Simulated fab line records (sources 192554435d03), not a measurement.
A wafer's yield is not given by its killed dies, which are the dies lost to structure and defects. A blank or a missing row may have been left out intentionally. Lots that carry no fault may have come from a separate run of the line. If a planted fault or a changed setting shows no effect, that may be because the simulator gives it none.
Matching of chambers | flow n5-finfet | N5_BEOL_M7_VIA_ETCH_34 on rie-diel-01: 4 sister chambers
The step etches SiCOH lowk in C4F6/O2, target depth 125.5 nm, time 50.5 s. 18 wafers are shown with their chamber, then 9 later ones without.

## EACH WAFER AND ITS CHAMBER
wafer  | chamber | showerhead-plenum-p-Torr (Torr) | drypump-motor-current-A (A) | throttle-valve-pct (%)
L078.3 | 0       | 2.73                            | 6.0                         | 21.06
L078.5 | 0       | 2.73                            | 6.0                         | 21.05
L078.6 | 3       | 2.72                            | 5.0                         | 20.95
L080.2 | 3       | 2.72                            | 5.0                         | 20.95
L080.4 | 0       | 2.72                            | 6.0                         | 21.07
L080.5 | 3       | 2.72                            | 5.0                         | 20.97
L082.1 | 3       | 2.72                            | 5.0                         | 20.96
L082.3 | 0       | 2.72                            | 6.0                         | 21.06
L082.6 | 3       | 2.72                            | 5.0                         | 20.97
L084.3 | 1       | 2.86                            | 6.5                         | 20.68
L084.5 | 3       | 2.72                            | 5.0                         | 20.99
L084.6 | 2       | 2.94                            | 6.0                         | 21.15
L087.2 | 1       | 2.86                            | 6.5                         | 20.68
L087.3 | 3       | 2.72                            | 5.0                         | 20.99
L087.4 | 2       | 2.94                            | 5.9                         | 21.16
L085.1 | 1       | 2.86                            | 6.5                         | 20.69
L085.2 | 2       | 2.94                            | 6.0                         | 21.16
L085.5 | 1       | 2.86                            | 6.5                         | 20.69

SIGNATURES (means of the wafers above)
reading                  | chamber 0 | chamber 1 | chamber 2 | chamber 3 | scatter within a chamber
showerhead-plenum-p-Torr | 2.7250    | 2.8600    | 2.9400    | 2.7200    | 0.00267
drypump-motor-current-A  | 6.000     | 6.500     | 5.967     | 5.000     | 0.0218
throttle-valve-pct       | 21.0600   | 20.6850   | 21.1567   | 20.9686   | 0.0121
Rule: for a wafer and a chamber, the distance is found by dividing, reading by reading, the gap between the wafer's reading and the chamber's mean by the reading's scatter, squaring, summing and taking the root. The wafer belongs to the nearest chamber; if the next one is less than 2 further off, it can't be placed. The scatter: take each reading less its chamber's mean, square it, sum over the shown wafers, divide by the number of wafers less the number of chambers, and take the root.

## WAFERS WHOSE CHAMBER IS MISSING
wafer  | showerhead-plenum-p-Torr (Torr) | drypump-motor-current-A (A) | throttle-valve-pct (%)
L089.2 | 2.72                            | 6.0                         | 21.08
L089.3 | 2.71                            | 5.0                         | 20.99
L089.6 | 2.94                            | 6.0                         | 21.17
L093.1 | 2.71                            | 5.0                         | 20.99
L093.3 | 2.85                            | 6.5                         | 20.71
L093.5 | 2.71                            | 6.0                         | 21.10
L097.2 | 2.71                            | 6.0                         | 21.12
L097.3 | 2.85                            | 6.5                         | 20.72
L097.6 | 2.85                            | 6.5                         | 20.71

## EACH ONE'S CHAMBER
wafer  | from the rows above | in truth
L089.2 | 0                   | 0
L089.3 | 3                   | 3
L089.6 | 2                   | 2
L093.1 | 3                   | 3
L093.3 | 1                   | 1
L093.5 | 0                   | 0
L097.2 | 0                   | 0
L097.3 | 1                   | 1
L097.6 | 1                   | 1
Correct placement for 9 of the 9. Left unplaced by these rows: 0. Wrongly placed: 0.
